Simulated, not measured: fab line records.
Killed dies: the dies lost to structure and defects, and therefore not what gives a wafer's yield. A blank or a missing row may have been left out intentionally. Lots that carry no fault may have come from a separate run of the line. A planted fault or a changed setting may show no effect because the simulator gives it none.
Split-lot study ; flow n5-finfet ; 7 lots, 21 wafers read, on a route of 1938 steps

== ON THE SPLIT ==
At N5_FIN_SAQP_SPACER1_ALD_24 (deposits SiO2, target thk 20.3 nm, pulse time 1 s, purge time 2 s), the setting ald-cycles was moved away from the recipe's 218 on 8 of the 21 wafers read, by -16.1% to +9.2%. The other wafers ran this setting at the recipe's value.

== FROM THE SPLIT TO THE READING: what the file shows between them, 2 steps ==
- N5_FIN_SAQP_SPACER1_ETCHBACK_25: etches SiO2 in CHF3/O2, target depth 24.4 nm, time 12.2 s
- N5_FIN_SAQP_MANDREL1_REMOVE_56: chemistry HBr/Cl2/O2, target a-Si, stops on SiNx, bt time 10 s

== THE READING ==
At N5_FIN_SAQP_CD_MEAS_27: cd-nm in nanometres, against a target cd of 20 nm. A value of 20.25 nm with a standard deviation of 0.23 nm is what fault-free wafers of this fab line usually give.

wafer;tool, chamber at the split;ald-cycles as run;against the recipe;cd-nm, nm;against lot-mates on the recipe
L076.1;ald-sin-03, 0;218;recipe;20.42;-
L076.3;ald-sin-03, 1;218;recipe;20.10;-
L076.5;ald-sin-03, 2;204;-6.4%;18.83;-1.43
L077.1;ald-sin-03, 2,1;203;-6.9%;18.28;-2.05
L077.2;ald-sin-03, 2,1;203;-6.9%;18.74;-1.59
L077.6;ald-sin-03, 3;218;recipe;20.33;-
L079.4;ald-sin-01, 0;218;recipe;20.27;-
L079.5;ald-sin-01, 1;183;-16.1%;16.73;-3.61
L079.6;ald-sin-01, 0;218;recipe;20.40;-
L081.1;ald-sin-02, 0,2;218;recipe;20.49;-
L081.5;ald-sin-02, 0;232;+6.4%;21.15;+0.91
L081.6;ald-sin-02, 0,2;218;recipe;19.98;-
L082.2;ald-sin-03, 3;218;recipe;20.15;-
L082.3;ald-sin-03, 0,3;218;recipe;20.44;-
L082.5;ald-sin-03, 0,3;218;recipe;20.21;-
L086.1;ald-sin-03, 3;238;+9.2%;22.26;+1.95
L086.2;ald-sin-03, 1;238;+9.2%;22.19;+1.88
L086.4;ald-sin-03, 3;218;recipe;20.31;-
L087.1;ald-sin-02, 0;218;recipe;20.66;-
L087.2;ald-sin-02, 1;218;recipe;20.31;-
L087.4;ald-sin-02, 2;195;-10.6%;18.11;-2.38
When a row names more than one chamber, that row covers several wafers, and the file does not tell which wafer ran in which chamber.

THE FIT
A straight line over all 21 wafers: cd-nm changes by +0.216 nm for each +1% of ald-cycles; r = +0.99; the points scatter about the line by 0.22 nm.
The same after taking each lot's own level away (the mean of its wafers on the recipe; 21 wafers): +0.219 nm for each +1%; r = +0.99; scatter 0.2 nm.
That fit puts the effect of the largest move of ald-cycles on the reading at 3.5 nm.
The lots' own levels span 20.235 to 20.485 nm, that is 1.1 times the standard deviation above.
Hence the lot-to-lot level has little effect on the slope; both slopes agree.
Check: -3.58 nm against its lot-mates is what the line predicts for one of the wafers moved furthest among these (-16.1%) when that wafer is left out of the fit. Against them it came out at -3.61 nm.

== THE OTHER SPLITS THESE WAFERS WENT THROUGH ==
Before the reading, these wafers also passed through other splits. Each is held against what the fit with the lots' levels taken away leaves over:
other split on the same wafers;wafers away from the commonest value;r with cd-nm (lot level and that fit taken away)
N5_WELL_APT_EXPOSE_22 dose-mj;7;+0.09
N5_WELL_APT_PEB_23 peb-temp-c;5;+0.03

== THE WHOLE CHAIN: every reading that the file lists as answering this split, in the file's order ==
step;what it does;reading;change (the file's fit);r (the file's)
N5_FIN_SAQP_SPACER1_ALD_24;deposits SiO2, target thk 20.3 nm, pulse time 1 s, purge time 2 s;SiO2_of_FIN_SAQP_SPACER1_ALD_24.thk-nm (the simulator's own value, which no gauge read);+0.202 nm for each +1% of the setting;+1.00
N5_FIN_SAQP_MANDREL1_REMOVE_56;chemistry HBr/Cl2/O2, target a-Si, stops on SiNx, bt time 10 s;FIN_SAQP.cd-nm (the simulator's own value, which no gauge read);+0.202 nm for each +1% of the setting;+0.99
N5_FIN_SAQP_CD_MEAS_27;target cd 20 nm;cd-nm;+0.22 nm for each +1% of the setting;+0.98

== THE FILE'S OWN FIT ==
cd-nm changes by +0.22 nm for each +1% of ald-cycles, r = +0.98.
